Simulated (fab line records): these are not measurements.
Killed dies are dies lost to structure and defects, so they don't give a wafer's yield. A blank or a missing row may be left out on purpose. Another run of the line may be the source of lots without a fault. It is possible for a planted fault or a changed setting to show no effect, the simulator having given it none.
Code-filled problem report in 8D (eight disciplines) form    flow n5Finfet    the parts of the form that need people (team, actions taken, sign-off) are left out

## 1. WHAT WENT WRONG
At N5_STI_FIN_REVEAL_FIN_H_MEAS_10, trenchDepthNm averages 67.6 nm over 2 wafers from 2 lots, while fault-free wafers read 51.8 nm, standard deviation 0.77. Measured from the usual mean, that is +20 standard deviations.
Earliest sighting: wafer L691.6 on ocd-01 at day 6 00:34. At this step, 23 wafers from 9 lots have a number in the record. Rule for "out" (also "out of limits"): further than 4 standard deviations from the usual mean. Any other wafer with a number is counted as sound.

## 2. WHAT IT IS, WHAT IT ISN'T
question                     is                      is not
which readings at this step  trenchDepthNm           -
which lots                   L691, L692              L678, L682, L686, L687, L695, L697, L698
which wafers of those lots   all that have a number  -
read on which gauges         ocd-01                  ocd-02
when                         from day 6 00:34        up to then (12 sound wafers); but 9 sound wafers of L695, L697, L698 came after

## 3. SUSPECTS, AND WHAT RULES EACH OUT
Counting: a tool at a process step up to the reading stays a suspect if it ran every lot that is out and no sound lot after the first of them.
- the gauge at N5_STI_FIN_REVEAL_FIN_H_MEAS_10 is ruled out. All the wafers that are out were read on ocd-01, but those of them that N5_STI_FIN_REVEAL_ETCHBACK_08 has rows for are out there too, on other tools.
- rieDiel-03 at N5_STI_FIN_REVEAL_ETCHBACK_08 (etches SiO2 in C4F6/O2, target depth 30.5 nm, time 10.167 s): kept. All lots that are out passed through it, beginning with L691 at day 5 21:37, and no sound lot followed; its final sound lot before that point was L682 at day 3 18:26. Its own oesProductAu readings are out on those wafers.
- rieDiel-03 at N5_STI_FIN_REVEAL_STRIP_24 (strips in N2/H2, time 90 s): kept. All lots that are out passed through it, beginning with L691 at day 5 21:41, and no sound lot followed; its final sound lot before that point was L682 at day 3 18:28.
Left after counting: rieDiel-03 at N5_STI_FIN_REVEAL_ETCHBACK_08, rieDiel-03 at N5_STI_FIN_REVEAL_STRIP_24.

## 4. THE CAUSE (what the simulator had put in)
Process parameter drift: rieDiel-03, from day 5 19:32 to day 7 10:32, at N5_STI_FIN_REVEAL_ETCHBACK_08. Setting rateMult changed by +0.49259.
Counting left 2 suspects, and this tool is among them.

## 5. THE CHAIN OF EFFECTS, in route order
One row per reading whose mean, taken over the struck wafers that have a number, lies over 3 standard deviations from the usual. Only readings for which the record gives a usual standard deviation are gone through. hours: the time from each lot's start at the first step in this table that gives one to its start at this step, as a median over the lots. sigmas: the change in usual standard deviations.
hours  step                             reading        usual      on struck wafers  change  sigmas
0      N5_STI_FIN_REVEAL_ETCHBACK_08    oesProductAu   0.76 a.u.  1.17              +0.41   +4.3
3      N5_STI_FIN_REVEAL_FIN_H_MEAS_10  trenchDepthNm  51.8 nm    67.6              +15.8   +20
153    N5_BEOL_M4_RC_MEAS_101           ION_N          670 uA/um  754               +84     +10
Its process steps:
- N5_STI_FIN_REVEAL_ETCHBACK_08: etches SiO2 in C4F6/O2, target depth 30.5 nm, time 10.167 s.

## 6. HOW IT WOULD HAVE BEEN CAUGHT EARLIER
Counted from the fault's start at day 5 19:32, it took 5 hours until the first out-of-limits reading at a measuring or inspecting step in this record, taken at day 6 00:34.
At N5_STI_FIN_REVEAL_ETCHBACK_08, the tool's own readings (oesProductAu) were out on each struck wafer the step has a row for, so an alarm limit on them would have fired on the first such wafer.
L692, from the lots that are out (2), started N5_STI_FIN_REVEAL_ETCHBACK_08 on rieDiel-03 later than day 6 00:34. A tool hold placed at that time would have kept it from harm.
